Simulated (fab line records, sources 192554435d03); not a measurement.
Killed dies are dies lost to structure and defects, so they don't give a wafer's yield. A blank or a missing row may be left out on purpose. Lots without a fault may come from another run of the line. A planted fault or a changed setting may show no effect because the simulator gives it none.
Split-lot experiment | flow n5_finfet | 7 lots, 21 wafers read, on a route of 1938 steps

THE SPLIT
At N5_MOL_CONTACT_COAG_ALD_27 (deposits SiOC, target thk 17 nm, pulse time 1.5 s, time 2720 s), the setting ald_cycles was moved away from the recipe's 340 on 8 of the 21 wafers read, by -15.0% to +15.3%. The other wafers ran this setting at the recipe's value.

The reading is taken at the split's own step.

THE READING
SiOC_of_MOL_CONTACT_COAG_ALD_27.thk_nm (the simulator's own value, which no gauge read), in nm, at N5_MOL_CONTACT_COAG_ALD_27 (deposits SiOC, target thk 17 nm, pulse time 1.5 s, time 2720 s). The file gives no usual value for it. The 13 wafers here that ran the recipe average 17.0 nm, standard deviation 0.053 nm.

wafer  | tool, chamber at the split | ald_cycles as run | against the recipe | SiOC_of_MOL_CONTACT_COAG_ALD_27.thk_nm, nm | against lot-mates on the recipe
L080.2 | ald_sin-03, 0              | 340               | recipe             | 17                                         | -
L080.3 | ald_sin-03, 2              | 289               | -15.0%             | 14.6                                       | -2.4
L080.6 | ald_sin-03, 2              | 289               | -15.0%             | 14.6                                       | -2.4
L084.1 | ald_sin-03, 0,1            | 392               | +15.3%             | 19.4                                       | no lot-mate on the recipe
L084.5 | ald_sin-03, 0,1            | 392               | +15.3%             | 19.4                                       | no lot-mate on the recipe
L084.4 | ald_sin-03, 3              | 392               | +15.3%             | 19.6                                       | no lot-mate on the recipe
L086.2 | ald_sin-01, 3,1,0          | 340               | recipe             | 17                                         | -
L086.3 | ald_sin-01, 3,1,0          | 340               | recipe             | 17                                         | -
L086.5 | ald_sin-01, 3,1,0          | 340               | recipe             | 17                                         | -
L087.4 | ald_sin-02, 1              | 340               | recipe             | 17                                         | -
L087.6 | ald_sin-02, 1              | 340               | recipe             | 17                                         | -
L087.5 | ald_sin-02, 0              | 340               | recipe             | 17.2                                       | -
L088.1 | ald_sin-01, 0,2            | 340               | recipe             | 17                                         | -
L088.5 | ald_sin-01, 0,2            | 340               | recipe             | 17                                         | -
L088.4 | ald_sin-01, 3              | 369               | +8.5%              | 18.4                                       | +1.4
L091.1 | ald_sin-03, 2,3,1          | 340               | recipe             | 17                                         | -
L091.3 | ald_sin-03, 2,3,1          | 340               | recipe             | 17                                         | -
L091.6 | ald_sin-03, 2,3,1          | 340               | recipe             | 17                                         | -
L096.1 | ald_sin-01, 2              | 290               | -14.7%             | 14.4                                       | -2.6
L096.5 | ald_sin-01, 3              | 340               | recipe             | 17                                         | -
L096.6 | ald_sin-01, 0              | 290               | -14.7%             | 14.6                                       | -2.4
Where a row lists several chambers, the file gives one row for several wafers and doesn't say which wafer went through which chamber.

THE FIT
A straight line over all 21 wafers: SiOC_of_MOL_CONTACT_COAG_ALD_27.thk_nm changes by +0.163 nm for each +1% of ald_cycles; r = +1.00; the points scatter about the line by 0.077 nm.
The same after taking each lot's own level away (the mean of its wafers on the recipe; 18 wafers): +0.165 nm for each +1%; r = +1.00; scatter 0.066 nm.
On that fit, the largest move of ald_cycles shifts the reading by 2.5 nm.
The lots' own levels span 17.00 to 17.07 nm, that is 1.3 times the standard deviation above.
So the lot-to-lot level changes the slope little: the two slopes agree.
Check: with one of the wafers moved furthest among these (-15.0%) left out of the fit, the line predicts -2.5 nm for it against its lot-mates. It came out at -2.4 nm against them.

OTHER SPLITS ON THESE WAFERS
These wafers also went through other splits before the reading. Each is held against what the fit with the lots' levels taken away leaves over:
other split on the same wafers        | wafers away from the commonest value | r with SiOC_of_MOL_CONTACT_COAG_ALD_27.thk_nm (lot level and that fit taken away)
N5_SD_EPI_P_EPI_21 time_s             | 7                                    | +0.05
N5_HKMG_FIN_DEVELOP_48 develop_time_s | 10                                   | +0.01
N5_GATE_CUT_ALD_22 ald_cycles         | 6                                    | -0.66

THE FILE'S OWN FIT
SiOC_of_MOL_CONTACT_COAG_ALD_27.thk_nm changes by +0.165 nm for each +1% of ald_cycles, r = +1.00.
